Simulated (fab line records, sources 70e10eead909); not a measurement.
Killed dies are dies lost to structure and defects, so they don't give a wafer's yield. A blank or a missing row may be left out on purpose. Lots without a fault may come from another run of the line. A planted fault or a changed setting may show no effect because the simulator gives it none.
Which tool did it? | flow nand_harc | 6 lots, 18 wafers sampled, at 5 steps of a route of 1302

WHAT THE GAUGES READ, wafer by wafer
NHARC_END_SORT_01.
lot  | measured     | on        | killed_at_array
L885 | day 28 01:58 | prober-02 | 668 668 667
L886 | day 29 05:34 | prober-01 | 671 673 673

WHICH TOOL RAN EACH LOT (tool, then ch and the chambers of the sampled wafers, then the start)
lot  | NHARC_A_CHANNEL_HOLE_D1_ETCH_25  | NHARC_A_CHANNEL_FILL_D1_ALD_14   | NHARC_A_DECK1_JOINT_ETCHBACK_07  | NHARC_A_DECK1_JOINT_CVD_34
L878 | har_etch-01 ch 0,1, day 9 03:25  | ald_hk-03 ch 1,2,3, day 9 17:58  | rie_si-05 ch 0,1,2, day 11 11:59 | lpcvd-01 ch 1, day 12 01:59
L882 | har_etch-01 ch 0,1, day 10 22:50 | ald_hk-02 ch 0,1,3, day 11 12:51 | rie_si-05 ch 1,2,3, day 13 05:52 | lpcvd-02 ch 1, day 13 20:05
L885 | har_etch-01 ch 0,1, day 12 06:33 | ald_hk-01 ch 0,2,3, day 12 16:47 | rie_si-05 ch 0,1, day 14 11:55   | lpcvd-01 ch 0, day 15 02:01
L886 | har_etch-01 ch 0,1, day 12 22:07 | ald_hk-01 ch 2,3, day 13 08:12   | rie_si-05 ch 1,2, day 15 02:29   | lpcvd-01 ch 0, day 16 01:02
L894 | har_etch-01 ch 1, day 16 00:22   | ald_hk-03 ch 0,1,3, day 16 10:29 | rie_si-05 ch 0,1, day 18 05:50   | lpcvd-01 ch 0, day 18 19:52
L897 | har_etch-01 ch 0,1, day 17 07:58 | ald_hk-01 ch 0,2, day 17 17:51   | rie_si-05 ch 1,2, day 19 10:42   | lpcvd-01 ch 1, day 20 04:17
- NHARC_A_CHANNEL_HOLE_D1_ETCH_25: etches the open film in C4F8/O2/Ar, time 1040.2 s, target depth 1500 nm.
- NHARC_A_CHANNEL_FILL_D1_ALD_14: deposits SiO2, target thk 2.5 nm, pulse time 10 s, ald cycles 25.
- NHARC_A_DECK1_JOINT_ETCHBACK_07: etches the open film in HBr, target depth 105 nm, time 26.9 s.
- NHARC_A_DECK1_JOINT_CVD_34: deposits SiNx, target thk 20 nm.

THE ANSWER, worked out from the rows above alone
Rule: what is usual is taken from the lots themselves. Put in order of their means at a reading, lots are off if they are a third of the lots or fewer, leave a main group of 4 or more, and stand apart from it by a gap of 3 or more times the standard deviation of the main group's means; of several such gaps the widest counts. A main group whose means are all the same, to the digits that the tables above print for the reading, isn't used. A lot without any number at a reading at which 4 lots or more have one is off too. The other lots that the step has rows for count as sound.
No lot is off at any reading shown: from this, nothing can be told.

WHAT THE SIMULATOR HAD PUT IN
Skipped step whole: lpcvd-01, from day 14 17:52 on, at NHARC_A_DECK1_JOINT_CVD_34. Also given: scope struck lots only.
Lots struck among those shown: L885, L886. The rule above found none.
